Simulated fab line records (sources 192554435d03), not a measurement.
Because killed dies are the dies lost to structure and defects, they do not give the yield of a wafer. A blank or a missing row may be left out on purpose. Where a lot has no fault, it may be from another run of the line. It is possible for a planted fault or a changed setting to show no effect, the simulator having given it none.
Matching of chambers -- flow n5-finfet -- 4 sister chambers for N5_BEOL_M9_DESCUM_33 on rie-diel-06
The step chemistry O2, time 7 s. 14 wafers are shown with their chamber, then 7 later ones without.

WAFERS WITH THEIR CHAMBER
wafer,chamber,throttle-valve-pct (%),showerhead-plenum-p-Torr (Torr),oes-product-au (a.u.)
L074.1,0,20.63,2.07,0.92
L074.3,2,20.92,2.08,0.72
L074.6,3,20.66,2.15,0.72
L078.2,3,20.68,2.15,0.70
L078.3,0,20.65,2.07,0.90
L078.6,3,20.69,2.15,0.71
L084.1,0,20.65,2.07,0.88
L084.2,3,20.71,2.14,0.70
L084.3,1,20.10,2.08,0.72
L089.1,0,20.67,2.07,0.87
L089.3,1,20.11,2.08,0.71
L089.6,2,20.93,2.07,0.69
L091.1,1,20.11,2.08,0.71
L091.4,0,20.67,2.07,0.87

SIGNATURES (averages over the wafers above)
reading,chamber 0,chamber 1,chamber 2,chamber 3,scatter within a chamber
throttle-valve-pct,20.6540,20.1067,20.9250,20.6850,0.0159
showerhead-plenum-p-Torr,2.0700,2.0800,2.0750,2.1475,0.00354
oes-product-au,0.8880,0.7133,0.7050,0.7075,0.0163
Rule: for a wafer and a chamber, the distance is found by dividing, reading by reading, the gap between the wafer's reading and the chamber's mean by the reading's scatter, squaring, summing and taking the root. If the next closest chamber is less than 2 further off than the closest, the wafer can't be placed; otherwise it belongs to the closest. The scatter: the root of (the sum of the squares of (reading less its chamber's mean) over the shown wafers, divided by (wafers less chambers)).

WAFERS WHOSE CHAMBER IS MISSING
wafer,throttle-valve-pct (%),showerhead-plenum-p-Torr (Torr),oes-product-au (a.u.)
L091.6,20.94,2.07,0.69
L095.1,20.93,2.07,0.69
L095.2,20.72,2.14,0.69
L095.3,20.12,2.08,0.70
L095.4,20.67,2.06,0.86
L095.5,20.71,2.14,0.70
L095.6,20.94,2.07,0.69

WHICH CHAMBER EACH ONE RAN IN
wafer,from the rows above,in truth
L091.6,2,2
L095.1,2,2
L095.2,3,3
L095.3,1,1
L095.4,0,0
L095.5,3,3
L095.6,2,2
Correct placement for 7 of the 7. Number that these rows cannot place: 0. Placed wrongly: 0.
